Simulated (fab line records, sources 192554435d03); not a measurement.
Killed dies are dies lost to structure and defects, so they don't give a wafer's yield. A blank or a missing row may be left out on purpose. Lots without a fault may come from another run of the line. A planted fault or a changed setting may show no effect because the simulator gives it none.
fab line records | flow n5_finfet
record lots=24 wafers=72 last_day=18
route steps=1938 shown FIN_SAQP@111 FIN_CUT@172 STI_FIN_REVEAL@184 SD_EPI_P@312
lots that met no fault: from a run of the same line without faults
start_h: hours from the record's first day to the start of the lot's first wafer shown | wait_h: hours since the lot's step before | " the same as in the row above | L1.1+2: a row that stands for several wafers | - no value, or no start given | * or withheld: withheld | < > ~ a bound
route shown NAME@n: a module of which the file shows steps, and the number in the route of the first | usual: mean/standard deviation of fault-free wafers | same: alike in all rows | chamber/n: place in a boat | sites: the reading at each site | _std_site: their standard deviation | _edge_site: outer sites' mean less inner sites' | radius_mm: how far each site lies from the wafer's centre | mask NAME#n: copy n | behind: the tool/chamber that last shaped the wafer | hold: why the lot was held/for how many hours/how that ended | device: the transistor (n, p or np) that didn't switch | end of line: the same wafers' tests at the end of the route | a step without rows: its recipe alone | killed: dies lost to structure and defects at the first sort, not the wafer's yield | map: a wafer's dies, x killed, . not, _ none there
set.NAME: the setting as run; set.NAME@STEP: as run at that earlier step | model.NAME: the simulator's own value behind a step, which no gauge read
steps of the route over a sample of lots; a table a step, a row a wafer
services: from which hour (start_h, from the record's first day; less than 0 if before it) a tool's chamber was out of use, for how many hours, and why
## steps
# step N5_FIN_SAQP_CD_MEAS_16
# recipe target_cd_nm=35.6 landing_energy_ev=500 detector=se_inlens
# usual cd_nm=35.54/0.28
# columns lot.wafer tool chamber start_h wait_h cd_nm
L074.2 cd_sem-02 0 21.32 - 35.55
L074.5 " 0 " " 35.79
L074.6 " 0 " " 35.49
L075.3 cd_sem-01 0 28.54 - 35.45
L075.4 " 0 " " 35.38
L075.6 " 0 " " 35.66
L076.1 cd_sem-03 0 33.83 - 35.79
L076.3 " 0 " " 35.86
L076.5 " 0 " " 35.76
L077.1 cd_sem-03 0 40.03 - 35.17
L077.2 " 0 " " 35.77
L077.3 " 0 " " 35.47
L078.1 cd_sem-01 0 46.87 - 35.87
L078.5 " 0 " " 35.70
L078.6 " 0 " " 36.21
L079.3 cd_sem-01 0 52.65 - 35.13
L079.5 " 0 " " 35.35
L079.6 " 0 " " 35.02
L080.3 cd_sem-03 0 57.91 - 35.80
L080.4 " 0 " " 35.67
L080.6 " 0 " " 35.60
L081.3 cd_sem-01 0 64.39 - 35.20
L081.4 " 0 " " 35.64
L081.5 " 0 " " 35.82
L082.2 cd_sem-01 0 69.96 - 35.47
L082.3 " 0 " " 35.44
L082.6 " 0 " " 35.23
L083.2 cd_sem-01 0 76.31 - 35.74
L083.5 " 0 " " 35.73
L083.6 " 0 " " 35.92
L084.1 cd_sem-03 0 81.54 - 35.44
L084.3 " 0 " " 36.39
L084.5 " 0 " " 35.90
L085.1 cd_sem-01 0 88.21 - 35.52
L085.3 " 0 " " 35.19
L085.4 " 0 " " 35.74
L086.2 cd_sem-01 0 93.12 - 35.25
L086.4 " 0 " " 35.23
L086.5 " 0 " " 35.03
L087.1 cd_sem-01 0 100.87 - 35.29
L087.4 " 0 " " 35.47
L087.5 " 0 " " 35.31
L088.2 cd_sem-02 0 107.24 - 35.10
L088.5 " 0 " " 35.57
L088.6 " 0 " " 35.20
L089.1 cd_sem-01 0 112.04 - 35.33
L089.4 " 0 " " 35.41
L089.6 " 0 " " 36.11
L090.2 cd_sem-01 0 118.31 - 35.50
L090.4 " 0 " " 35.31
L090.5 " 0 " " 35.29
L091.2 cd_sem-02 0 124.21 - 35.46
L091.5 " 0 " " 35.71
L091.6 " 0 " " 35.65
L092.4 cd_sem-01 0 129.16 - 36.11
L092.5 " 0 " " 35.49
L092.6 " 0 " " 35.67
L093.1 cd_sem-01 0 135.35 - 35.66
L093.2 " 0 " " 35.33
L093.6 " 0 " " 35.81
L094.1 cd_sem-03 0 141.54 - 35.20
L094.4 " 0 " " 35.30
L094.5 " 0 " " 35.50
L095.1 cd_sem-03 0 148.15 - 35.14
L095.3 " 0 " " 35.65
L095.4 " 0 " " 35.54
L096.3 cd_sem-03 0 153.37 - 34.93
L096.4 " 0 " " 35.36
L096.6 " 0 " " 35.74
L097.2 cd_sem-03 0 159.65 - 35.51
L097.3 " 0 " " 35.71
L097.5 " 0 " " 35.84
# step N5_FIN_SAQP_INSPECT_18
# recipe mode=adi inspect_instrument=brightfield
# usual raw_defect_count=420/110
# columns lot.wafer tool chamber start_h wait_h raw_defect_count
L074.2 defect_inspect-01 - 21.38 0.0 284
L074.5 " - " " 220
L074.6 " - " " 367
L075.3 defect_inspect-01 - 28.60 0.0 290
L075.4 " - " " 294
L075.6 " - " " 341
L076.1 defect_inspect-01 - 33.89 0.0 384
L076.3 " - " " 484
L076.5 " - " " 559
L077.1 defect_inspect-01 - 40.09 0.0 263
L077.2 " - " " 376
L077.3 " - " " 428
L078.1 defect_inspect-01 - 46.94 0.0 354
L078.5 " - " " 310
L078.6 " - " " 355
L079.3 defect_inspect-02 - 52.71 0.0 542
L079.5 " - " " 567
L079.6 " - " " 727
L080.3 defect_inspect-02 - 57.97 0.0 444
L080.4 " - " " 349
L080.6 " - " " 652
L081.3 defect_inspect-01 - 64.45 0.0 423
L081.4 " - " " 558
L081.5 " - " " 452
L082.2 defect_inspect-01 - 70.02 0.0 467
L082.3 " - " " 465
L082.6 " - " " 626
L083.2 defect_inspect-02 - 76.37 0.0 412
L083.5 " - " " 467
L083.6 " - " " 409
L084.1 defect_inspect-02 - 81.61 0.0 657
L084.3 " - " " 638
L084.5 " - " " 454
L085.1 defect_inspect-02 - 88.27 0.0 310
L085.3 " - " " 423
L085.4 " - " " 531
L086.2 defect_inspect-01 - 93.18 0.0 340
L086.4 " - " " 499
L086.5 " - " " 434
L087.1 defect_inspect-02 - 100.93 0.0 397
L087.4 " - " " 341
L087.5 " - " " 520
L088.2 defect_inspect-01 - 107.31 0.0 223
L088.5 " - " " 233
L088.6 " - " " 245
L089.1 defect_inspect-02 - 112.11 0.0 602
L089.4 " - " " 421
L089.6 " - " " 661
L090.2 defect_inspect-01 - 118.37 0.0 480
L090.4 " - " " 495
L090.5 " - " " 412
L091.2 defect_inspect-01 - 124.27 0.0 307
L091.5 " - " " 510
L091.6 " - " " 349
L092.4 defect_inspect-01 - 129.21 0.0 478
L092.5 " - " " 358
L092.6 " - " " 459
L093.1 defect_inspect-01 - 135.42 0.0 491
L093.2 " - " " 471
L093.6 " - " " 324
L094.1 defect_inspect-02 - 141.60 0.0 415
L094.4 " - " " 328
L094.5 " - " " 384
L095.1 defect_inspect-01 - 148.22 0.0 322
L095.3 " - " " 507
L095.4 " - " " 359
L096.3 defect_inspect-01 - 153.42 0.0 347
L096.4 " - " " 486
L096.6 " - " " 392
L097.2 defect_inspect-02 - 159.71 0.0 325
L097.3 " - " " 423
L097.5 " - " " 501
# step N5_FIN_CUT_STRIP_24
# recipe chemistry=CF4 resist=SiARC power_w=300 bias_power_w=75 pressure_mtorr=50 cf4_flow_sccm=150 rf_frequency_hz=6e+07
# usual chamber_pressure_mTorr=50.00/0.049 drypump_motor_current_A=5.6/0.43 oes_product_au=0.76/0.078 rf_vpp_V=270.8/1.5 showerhead_plenum_p_Torr=1.78/0.059 throttle_valve_pct=13.53/0.28
# columns lot.wafer tool chamber start_h wait_h chamber_pressure_mTorr drypump_motor_current_A oes_product_au rf_hours_counter_h rf_vpp_V showerhead_plenum_p_Torr throttle_valve_pct
L074.2 rie_diel-04 2 27.14 0.0 50.02 6.2 0.96 5 272.0 1.83 12.94
L074.5 " 2 " " 49.98 6.2 0.95 - 271.0 1.83 12.97
L074.6 " 1 " " 49.88 5.7 0.79 - 267.2 1.66 13.27
L075.3 rie_diel-03 3 33.77 0.0 50.01 5.7 0.70 192 269.8 1.80 13.76
L075.4 " 1 " " 50.00 6.3 0.72 196 272.8 1.85 13.91
L075.6 " 3 " " 50.00 5.7 0.70 - 270.4 1.80 13.74
L076.1 rie_diel-03 3 39.60 0.0 50.10 5.7 0.71 194 270.0 1.80 13.78
L076.3 " 0 " " 50.02 6.0 0.70 195 271.0 1.78 13.45
L076.5 " 3 " " 49.95 5.7 0.70 - 269.9 1.80 13.76
L077.1 rie_diel-04 2 46.11 0.0 49.90 6.2 0.94 9 271.8 1.83 12.98
L077.2 " 1 " " 49.90 5.7 0.78 104 268.4 1.66 13.27
L077.3 " 0 " " 49.97 5.8 0.71 205 271.0 1.78 13.86
L078.1 rie_diel-01 0 54.95 0.0 50.01 5.0 0.69 224 269.6 1.77 13.62
L078.5 " 0 " " 49.96 4.9 0.70 - 271.0 1.76 13.61
L078.6 " 3 " " 50.03 5.6 0.79 - 273.0 1.88 13.39
L079.3 rie_diel-01 3 57.80 0.0 50.03 5.6 0.79 112 274.1 1.88 13.39
L079.5 " 0 " " 50.01 5.0 0.70 - 271.0 1.76 13.62
L079.6 " 3 " " 50.00 5.6 0.79 - 272.9 1.88 13.41
L080.3 rie_diel-04 1 63.45 0.0 49.94 5.7 0.78 108 267.7 1.66 13.28
L080.4 " 3 " " 49.96 5.2 0.71 171 268.9 1.72 13.48
L080.6 " 3 " " 49.98 5.1 0.72 - 269.9 1.72 13.47
L081.3 rie_diel-03 0 69.72 0.0 50.01 6.0 0.69 204 270.7 1.77 13.45
L081.4 " 2 " " 49.90 5.0 0.69 228 274.2 1.85 13.73
L081.5 " 0 " " 49.95 6.0 0.70 - 270.9 1.77 13.45
L082.2 rie_diel-04 2 75.17 0.0 50.08 6.2 0.92 17 272.3 1.82 12.96
L082.3 " 0 " " 49.92 5.8 0.70 212 270.8 1.78 13.87
L082.6 " 1 " " 49.98 5.7 0.77 - 269.2 1.66 13.30
L083.2 rie_diel-04 3 81.76 0.0 50.02 5.2 0.71 176 268.3 1.72 13.51
L083.5 " 3 " " 49.99 5.2 0.71 - 270.5 1.72 13.48
L083.6 " 0 " " 50.06 5.8 0.71 - 270.6 1.78 13.88
L084.1 rie_diel-01 0 87.07 0.0 50.03 5.0 0.69 233 271.5 1.76 13.62
L084.3 " 3 " " 50.05 5.6 0.78 121 272.4 1.88 13.42
L084.5 " 3 " " 49.96 5.6 0.78 - 272.9 1.88 13.42
L085.1 rie_diel-04 1 93.81 0.0 50.04 5.6 0.77 118 266.5 1.66 13.30
L085.3 " 2 " " 50.01 6.2 0.92 23 270.6 1.82 13.01
L085.4 " 1 " " 49.94 5.6 0.77 - 269.3 1.66 13.33
L086.2 rie_diel-01 2 98.70 0.0 49.94 5.2 0.80 106 271.3 1.74 13.48
L086.4 " 0 " " 49.97 5.0 0.69 236 270.8 1.76 13.65
L086.5 " 1 " " 49.97 5.7 0.87 - 269.5 1.76 13.24
L087.1 rie_diel-03 2 106.97 0.0 49.97 5.0 0.68 238 272.9 1.85 13.75
L087.4 " 3 " " 49.94 5.7 0.69 213 271.2 1.79 13.82
L087.5 " 1 " " 49.95 6.3 0.70 - 272.3 1.84 13.94
L088.2 rie_diel-01 1 112.54 0.0 50.01 5.8 0.86 53 269.4 1.76 13.25
L088.5 " 2 " " 49.97 5.2 0.79 - 269.4 1.74 13.48
L088.6 " 1 " " 49.97 5.8 0.87 - 270.0 1.76 13.23
L089.1 rie_diel-03 1 117.74 0.0 50.03 6.3 0.70 221 271.6 1.84 13.96
L089.4 " 2 " " 49.98 5.0 0.68 241 271.1 1.85 13.75
L089.6 " 2 " " 50.06 5.0 0.68 - 272.1 1.85 13.76
L090.2 rie_diel-03 2 124.54 0.0 49.96 5.0 0.68 244 272.6 1.85 13.78
L090.4 " 0 " " 49.98 6.1 0.68 221 269.3 1.77 13.48
L090.5 " 0 " " 50.05 6.0 0.68 - 270.1 1.77 13.46
L091.2 rie_diel-03 2 129.75 0.0 49.97 5.0 0.68 246 271.9 1.85 13.77
L091.5 " 1 " " 50.07 6.4 0.70 - 272.9 1.84 13.98
L091.6 " 0 " " 49.96 6.0 0.68 - 271.7 1.77 13.47
L092.4 rie_diel-01 3 134.22 0.0 50.00 5.6 0.76 136 273.0 1.88 13.44
L092.5 " 3 " " 49.97 5.6 0.77 - 275.0 1.88 13.46
L092.6 " 2 " " 49.96 5.2 0.80 - 271.2 1.74 13.51
L093.1 rie_diel-04 3 141.01 0.0 50.04 5.2 0.70 195 268.5 1.71 13.53
L093.2 " 0 " " 49.95 5.8 0.68 230 271.4 1.77 13.91
L093.6 " 3 " " 50.01 5.1 0.70 - 269.6 1.71 13.52
L094.1 rie_diel-01 3 147.69 0.0 50.03 5.6 0.76 140 272.6 1.88 13.45
L094.4 " 2 " " 50.03 5.2 0.79 - 269.6 1.74 13.51
L094.5 " 3 " " 50.07 5.6 0.77 - 271.2 1.88 13.47
L095.1 rie_diel-03 1 154.04 0.0 50.02 6.3 0.70 233 270.7 1.84 13.99
L095.3 " 0 " " 49.90 6.0 0.68 231 270.7 1.77 13.50
L095.4 " 1 " " 50.01 6.3 0.69 - 272.7 1.84 14.00
L096.3 rie_diel-04 2 158.89 0.0 49.99 6.2 0.87 42 271.7 1.82 13.06
L096.4 " 1 " " 49.97 5.7 0.75 134 268.4 1.65 13.35
L096.6 " 0 " " 50.01 5.8 0.69 - 269.5 1.77 13.94
L097.2 rie_diel-01 1 169.65 0.0 50.02 5.8 0.84 74 270.1 1.75 13.28
L097.3 " 2 " " 49.98 5.2 0.78 131 270.7 1.74 13.54
L097.5 " 0 " " 50.04 5.0 0.96 - 269.1 1.76 13.08
# step N5_STI_FIN_REVEAL_ALD_14
# recipe material=Si3N4 target_thk_a=30 temp_c=400 ald_precursor_family=SiH2I2 ald_co_reactant=N2/H2-plasma pressure_torr=2
# usual heater_power_w=784/110
# columns lot.wafer tool chamber start_h wait_h heater_power_w
L074.2 ald_sin-04 0 27.72 0.0 932
L074.5 " 2 " " 882
L074.6 " 1 " " 755
L075.3 ald_sin-04 2 34.37 0.0 893
L075.4 " 1 " " 757
L075.6 " 3 " " 660
L076.1 ald_sin-04 1 40.46 0.0 750
L076.3 " 0 " " 951
L076.5 " 3 " " 677
L077.1 ald_sin-02 3 46.72 0.0 922
L077.2 " 2 " " 885
L077.3 " 0 " " 843
L078.1 ald_sin-02 3 55.55 0.0 923
L078.5 " 2 " " 847
L078.6 " 3 " " 948
L079.3 ald_sin-02 1 58.40 0.0 662
L079.5 " 1 " " 658
L079.6 " 0 " " 867
L080.3 ald_sin-02 3 64.24 0.0 921
L080.4 " 2 " " 882
L080.6 " 2 " " 854
L081.3 ald_sin-02 2 70.30 0.0 854
L081.4 " 0 " " 833
L081.5 " 0 " " 845
L082.2 ald_sin-02 1 75.79 0.0 686
L082.3 " 3 " " 918
L082.6 " 1 " " 679
L083.2 ald_sin-02 2 82.34 0.0 878
L083.5 " 0 " " 855
L083.6 " 1 " " 673
L084.1 ald_sin-03 3 88.13 0.0 719
L084.3 " 2 " " 539
L084.5 " 2 " " 553
L085.1 ald_sin-04 2 94.51 0.0 911
L085.3 " 0 " " 970
L085.4 " 1 " " 762
L086.2 ald_sin-03 3 99.78 0.0 733
L086.4 " 2 " " 541
L086.5 " 2 " " 552
L087.1 ald_sin-03 1 107.55 0.0 777
L087.4 " 3 " " 727
L087.5 " 0 " " 845
L088.2 ald_sin-04 1 113.33 0.0 765
L088.5 " 3 " " 664
L088.6 " 2 " " 888
L089.1 ald_sin-02 0 118.36 0.0 892
L089.4 " 3 " " 865
L089.6 " 1 " " 667
L090.2 ald_sin-03 3 125.12 0.0 741
L090.4 " 0 " " 839
L090.5 " 2 " " 554
L091.2 ald_sin-03 2 130.40 0.0 546
L091.5 " 3 " " 746
L091.6 " 0 " " 809
L092.4 ald_sin-03 0 134.80 0.0 833
L092.5 " 0 " " 804
L092.6 " 3 " " 727
L093.1 ald_sin-03 2 141.59 0.0 553
L093.2 " 1 " " 787
L093.6 " 2 " " 548
L094.1 ald_sin-04 1 148.42 0.0 785
L094.4 " 2 " " 888
L094.5 " 0 " " 950
L095.1 ald_sin-02 0 154.63 0.0 882
L095.3 " 2 " " 846
L095.4 " 1 " " 704
L096.3 ald_sin-04 3 159.49 0.0 666
L096.4 " 2 " " 899
L096.6 " 2 " " 902
L097.2 ald_sin-03 0 170.56 0.0 821
L097.3 " 1 " " 791
L097.5 " 2 " " 554
# step N5_SD_EPI_P_ETCH_16
# recipe chemistry=CHF3/O2 target=SiO2 target_depth_a=50 mask_material=SOC pressure_mtorr=30 source_w=650 bias_w=170 Ar_flow_sccm=200 CHF3_flow_sccm=50 O2_flow_sccm=5 ion_energy_ev=200
# usual CHF3_flow_sccm=50.00/0.16 chamber_pressure_mTorr=29.993/0.027 drypump_motor_current_A=5.5/0.4 mfc_ar_sccm=200.0/0.63 oes_product_au=0.79/0.083 rf_vpp_V=522/10 showerhead_plenum_p_Torr=2.39/0.081 throttle_valve_pct=18.76/0.19
# columns lot.wafer tool chamber start_h wait_h CHF3_flow_sccm chamber_pressure_mTorr drypump_motor_current_A mfc_ar_sccm oes_product_au rf_hours_counter_h rf_vpp_V showerhead_plenum_p_Torr throttle_valve_pct
L074.2 rie_diel-03 3 54.77 0.1 49.94 29.979 5.7 199.7 0.69 199 508 2.40 18.98
L074.5 " 2 " " 50.14 29.990 5.0 198.6 0.70 - 545 2.46 18.83
L074.6 " 3 " " 50.13 29.988 5.7 199.7 0.70 - 508 2.40 18.98
L075.3 rie_diel-04 2 59.78 0.1 50.14 30.006 6.2 200.1 0.96 12 529 2.48 18.43
L075.4 " 1 " " 50.07 30.006 5.7 199.6 0.80 107 515 2.24 18.62
L075.6 " 3 " " 50.17 30.000 5.1 200.2 0.74 - 514 2.32 18.77
L076.1 rie_diel-04 0 66.48 0.1 50.04 30.062 5.8 200.4 0.71 210 522 2.37 19.05
L076.3 " 1 " " 49.85 29.970 5.7 199.4 0.79 110 515 2.24 18.63
L076.5 " 1 " " 49.99 30.026 5.7 199.7 0.79 - 515 2.24 18.64
L077.1 rie_diel-01 3 73.20 0.1 50.14 30.005 5.6 199.8 0.79 117 534 2.53 18.69
L077.2 " 0 " " 50.12 29.966 5.0 200.7 0.70 229 518 2.40 19.03
L077.3 " 1 " " 50.06 30.024 5.8 200.2 0.91 43 509 2.37 18.58
L078.1 rie_diel-01 2 81.80 0.1 50.18 30.025 5.2 200.3 0.82 102 529 2.34 18.74
L078.5 " 0 " " 50.07 30.018 5.0 200.4 0.70 - 516 2.40 19.01
L078.6 " 3 " " 49.74 30.023 5.6 201.6 0.79 - 535 2.53 18.70
L079.3 rie_diel-01 3 83.44 0.1 50.08 30.021 5.6 199.7 0.78 120 535 2.53 18.68
L079.5 " 0 " " 50.00 30.033 5.0 200.3 0.70 - 517 2.40 19.04
L079.6 " 3 " " 49.95 29.980 5.6 200.5 0.79 - 535 2.53 18.70
L080.3 rie_diel-01 3 91.35 0.1 49.79 30.040 5.6 199.7 0.79 122 536 2.53 18.69
L080.4 " 0 " " 49.82 29.970 5.0 198.8 0.70 234 518 2.40 19.02
L080.6 " 1 " " 50.15 29.974 5.8 199.0 0.88 - 509 2.36 18.59
L081.3 rie_diel-04 2 94.92 0.1 50.04 30.009 6.2 199.6 0.91 24 527 2.47 18.46
L081.4 " 1 " " 50.08 30.030 5.7 201.5 0.78 - 513 2.23 18.66
L081.5 " 3 " " 49.87 30.003 5.2 200.0 0.72 - 514 2.31 18.80
L082.2 rie_diel-01 0 101.35 0.1 50.04 30.006 5.0 200.8 0.69 237 517 2.40 19.04
L082.3 " 2 " " 50.15 29.947 5.2 201.0 0.80 107 530 2.34 18.76
L082.6 " 0 " " 50.09 30.016 5.0 200.2 0.69 - 517 2.40 19.02
L083.2 rie_diel-01 3 107.72 0.1 50.00 29.988 5.6 200.3 0.78 128 534 2.52 18.69
L083.5 " 0 " " 50.13 29.963 4.9 200.1 0.69 - 518 2.39 19.03
L083.6 " 1 " " 50.26 30.005 5.8 198.6 0.89 - 509 2.36 18.60
L084.1 rie_diel-01 3 118.72 0.1 49.92 29.950 5.6 200.6 0.78 130 535 2.52 18.72
L084.3 " 1 " " 49.97 29.968 5.8 201.0 0.88 55 509 2.36 18.60
L084.5 " 1 " " 50.27 29.977 5.8 199.8 0.87 - 509 2.36 18.61
L085.1 rie_diel-01 2 126.46 0.1 49.90 30.018 5.2 199.8 0.79 115 528 2.33 18.76
L085.3 " 3 " " 49.85 29.998 5.6 200.0 0.77 133 534 2.52 18.72
L085.4 " 1 " " 49.89 29.994 5.7 199.4 0.87 58 510 2.36 18.61
L086.2 rie_diel-01 2 136.03 0.1 50.00 29.965 5.2 199.8 0.80 118 528 2.33 18.77
L086.4 " 1 " " 49.69 30.009 5.8 199.8 0.87 60 509 2.36 18.61
L086.5 " 1 " " 49.56 29.987 5.7 200.1 0.87 - 508 2.36 18.62
L087.1 rie_diel-03 3 139.83 0.1 49.81 30.002 5.7 200.4 0.69 223 508 2.39 19.04
L087.4 " 1 " " 49.97 29.990 6.3 201.0 0.70 228 533 2.48 19.25
L087.5 " 2 " " 50.12 30.016 5.0 200.3 0.69 - 545 2.45 18.87
L088.2 rie_diel-01 1 143.31 0.1 49.83 29.968 5.8 199.3 0.87 63 508 2.36 18.64
L088.5 " 0 " " 50.10 30.012 5.0 200.1 0.69 - 517 2.39 19.05
L088.6 " 3 " " 49.88 30.001 5.6 199.9 0.77 - 535 2.52 18.73
L089.1 rie_diel-01 1 148.42 0.1 49.85 29.962 5.7 200.3 0.86 65 509 2.36 18.61
L089.4 " 3 " " 49.89 30.004 5.6 200.3 0.77 - 533 2.52 18.71
L089.6 " 2 " " 50.03 29.970 5.2 200.8 0.78 - 529 2.33 18.79
L090.2 rie_diel-04 2 158.43 0.1 49.98 29.977 6.2 200.9 0.89 42 527 2.47 18.49
L090.4 " 1 " " 50.01 29.958 5.7 200.9 0.76 134 515 2.23 18.67
L090.5 " 1 " " 49.91 30.014 5.7 200.9 0.77 - 514 2.23 18.70
L091.2 rie_diel-01 0 161.45 0.1 50.02 29.995 5.0 200.7 0.96 0 517 2.39 18.56
L091.5 " 0 " " 50.06 29.927 5.0 200.4 0.98 - 518 2.39 18.56
L091.6 " 1 " " 50.20 30.041 5.8 200.4 0.85 - 509 2.35 18.64
L092.4 rie_diel-01 1 163.15 0.1 49.72 29.960 5.8 200.1 0.85 72 507 2.35 18.62
L092.5 " 1 " " 49.51 29.963 5.8 201.9 0.84 - 510 2.35 18.62
L092.6 " 2 " " 50.05 30.055 5.2 200.7 0.78 - 528 2.33 18.81
L093.1 rie_diel-03 1 171.09 0.1 49.66 30.003 6.3 199.7 0.69 239 532 2.48 19.28
L093.2 " 3 " " 49.79 30.025 5.7 199.3 0.68 235 509 2.38 19.06
L093.6 " 2 " " 50.15 29.921 5.1 200.6 0.98 - 544 2.45 18.47
L094.1 rie_diel-04 0 173.86 0.1 50.37 29.988 5.8 200.2 0.69 240 522 2.36 19.09
L094.4 " 2 " " 50.00 29.958 6.2 200.7 0.87 45 529 2.47 18.50
L094.5 " 1 " " 50.02 29.985 5.6 200.2 0.77 - 514 2.23 18.69
L095.1 rie_diel-04 1 181.38 0.1 50.29 29.997 5.7 200.1 0.77 140 514 2.23 18.69
L095.3 " 0 " " 49.94 29.993 5.8 201.0 0.68 242 524 2.36 19.10
L095.4 " 2 " " 49.95 30.019 6.2 199.2 0.88 48 529 2.46 18.49
L096.3 rie_diel-04 3 186.80 0.1 49.76 30.048 5.2 199.6 0.69 208 514 2.30 18.85
L096.4 " 1 " " 50.12 30.015 5.7 200.9 0.76 142 514 2.23 18.68
L096.6 " 3 " " 49.91 29.970 5.2 199.0 0.69 - 514 2.30 18.85
L097.2 rie_diel-01 1 199.43 0.1 50.01 29.980 5.8 199.5 0.84 79 509 2.35 18.63
L097.3 " 2 " " 49.85 29.998 5.2 199.6 0.77 138 528 2.32 18.80
L097.5 " 1 " " 50.08 30.005 5.8 199.7 0.84 - 508 2.35 18.64
# step N5_SD_EPI_P_STRIP_40
# recipe chemistry=N2/H2 power_w=1000 temp_c=250 h2_frac=0.65 overash_fraction=0.3 pressure_mtorr=withheld n2_flow_sccm=1750 h2_flow_sccm=3250
# usual drypump_motor_current_A=5.34/0.22 heater_power_w=307/22 oes_product_au=0.762/0.011
# columns lot.wafer tool chamber start_h wait_h drypump_motor_current_A heater_power_w oes_product_au rf_hours_counter_h
L074.2 plasma_asher-02 0 54.99 0.0 5.01 318 0.764 78
L074.5 " 0 " " 5.04 318 0.758 -
L074.6 " 1 " " 5.40 289 0.764 -
L075.3 plasma_asher-01 0 60.01 0.0 5.64 283 0.772 -
L075.4 " 1 " " 5.34 331 0.756 -
L075.6 " 0 " " 5.62 277 0.759 -
L076.1 plasma_asher-02 0 66.70 0.0 5.02 317 0.780 80
L076.3 " 0 " " 4.99 320 0.766 -
L076.5 " 1 " " 5.36 290 0.782 -
L077.1 plasma_asher-01 0 73.41 0.0 5.57 285 0.754 43
L077.2 " 1 " " 5.35 336 0.774 43
L077.3 " 1 " " 5.37 338 0.763 -
L078.1 plasma_asher-02 1 82.02 0.0 5.36 293 0.767 84
L078.5 " 1 " " 5.39 295 0.744 -
L078.6 " 0 " " 5.01 312 0.767 -
L079.3 plasma_asher-01 0 83.67 0.0 5.66 277 0.764 -
L079.5 " 1 " " 5.35 331 0.761 -
L079.6 " 0 " " 5.62 281 0.771 -
L080.3 plasma_asher-02 1 91.59 0.0 5.36 292 0.753 -
L080.4 " 0 " " 5.01 321 0.749 -
L080.6 " 1 " " 5.37 301 0.765 -
L081.3 plasma_asher-01 0 95.16 0.0 5.66 281 0.750 -
L081.4 " 1 " " 5.33 329 0.763 -
L081.5 " 0 " " 5.66 283 0.773 -
L082.2 plasma_asher-01 1 101.57 0.0 5.34 330 0.770 48
L082.3 " 0 " " 5.69 270 0.764 -
L082.6 " 1 " " 5.33 346 0.744 -
L083.2 plasma_asher-01 0 107.94 0.0 5.58 275 0.769 50
L083.5 " 1 " " 5.33 333 0.769 -
L083.6 " 0 " " 5.63 280 0.752 -
L084.1 plasma_asher-02 1 118.94 0.0 5.36 297 0.766 90
L084.3 " 1 " " 5.37 300 0.758 -
L084.5 " 1 " " 5.35 299 0.767 -
L085.1 plasma_asher-01 1 126.68 0.0 5.37 336 0.777 54
L085.3 " 1 " " 5.37 339 0.775 -
L085.4 " 0 " " 5.68 281 0.772 -
L086.2 plasma_asher-02 1 136.25 0.0 5.37 296 0.773 93
L086.4 " 0 " " 5.02 325 0.767 -
L086.5 " 1 " " 5.36 295 0.768 -
L087.1 plasma_asher-02 1 140.04 0.0 5.37 299 0.748 94
L087.4 " 0 " " 5.02 314 0.750 -
L087.5 " 1 " " 5.35 298 0.762 -
L088.2 plasma_asher-01 0 143.53 0.0 5.66 275 0.769 57
L088.5 " 1 " " 5.32 331 0.750 -
L088.6 " 0 " " 5.65 280 0.758 -
L089.1 plasma_asher-01 0 148.64 0.0 5.65 290 0.749 58
L089.4 " 1 " " 5.33 333 0.756 -
L089.6 " 0 " " 5.60 281 0.785 -
L090.2 plasma_asher-01 1 158.64 0.0 5.33 341 0.777 59
L090.4 " 0 " " 5.64 275 0.778 -
L090.5 " 1 " " 5.32 341 0.778 -
L091.2 plasma_asher-02 0 161.66 0.0 5.01 314 0.771 97
L091.5 " 0 " " 5.02 319 0.763 -
L091.6 " 1 " " 5.37 295 0.746 -
L092.4 plasma_asher-02 0 163.38 0.0 4.99 317 0.751 -
L092.5 " 0 " " 5.01 324 0.749 -
L092.6 " 1 " " 5.37 290 0.759 -
L093.1 plasma_asher-02 1 171.30 0.0 5.37 287 0.788 98
L093.2 " 0 " " 4.97 319 0.761 98
L093.6 " 1 " " 5.36 301 0.764 -
L094.1 plasma_asher-01 0 174.08 0.0 5.59 280 0.766 61
L094.4 " 1 " " 5.34 340 0.747 -
L094.5 " 1 " " 5.32 323 0.761 -
L095.1 plasma_asher-01 1 181.64 0.1 5.37 337 0.771 63
L095.3 " 1 " " 5.36 339 0.765 -
L095.4 " 0 " " 5.59 271 0.743 -
L096.3 plasma_asher-02 1 187.03 0.0 5.35 291 0.761 -
L096.4 " 0 " " 5.02 319 0.746 -
L096.6 " 1 " " 5.33 291 0.781 -
L097.2 plasma_asher-02 1 199.64 0.0 5.36 295 0.762 107
L097.3 " 1 " " 5.38 293 0.762 -
L097.5 " 0 " " 5.01 322 0.773 -
## services
# columns tool chamber start_h hours kind
ald_sin-04 0 7.04 5.4 repair
rie_diel-01 1 8.71 4.3 repair
rie_diel-03 - 9.66 0.5 repair
ald_sin-03 - 47.75 2.8 pm
ald_sin-04 1 47.91 8.5 repair
ald_sin-03 1 74.73 13.9 repair
ald_sin-02 - 87.48 14.0 pm
ald_sin-02 0 87.48 14.0 vent_cycle
rie_diel-04 0 90.90 7.5 repair
ald_sin-02 - 101.48 2.8 pm
ald_sin-04 1 126.36 4.3 repair
plasma_asher-02 - 134.65 0.7 repair
rie_diel-04 1 136.39 8.7 repair
rie_diel-03 2 142.38 - clean
rie_diel-03 2 142.38 - consumable_replace:focus_ring
rie_diel-01 0 144.02 - clean
rie_diel-01 0 144.02 - consumable_replace:focus_ring
rie_diel-01 0 144.02 16.1 scheduled_down
rie_diel-01 0 144.02 16.1 vent_cycle
rie_diel-01 1 186.61 6.5 repair
ald_sin-03 3 187.19 13.1 repair
plasma_asher-01 - 192.36 1.2 repair
rie_diel-04 3 198.65 1.7 repair
plasma_asher-01 - 199.12 3.6 repair
## key
fault none
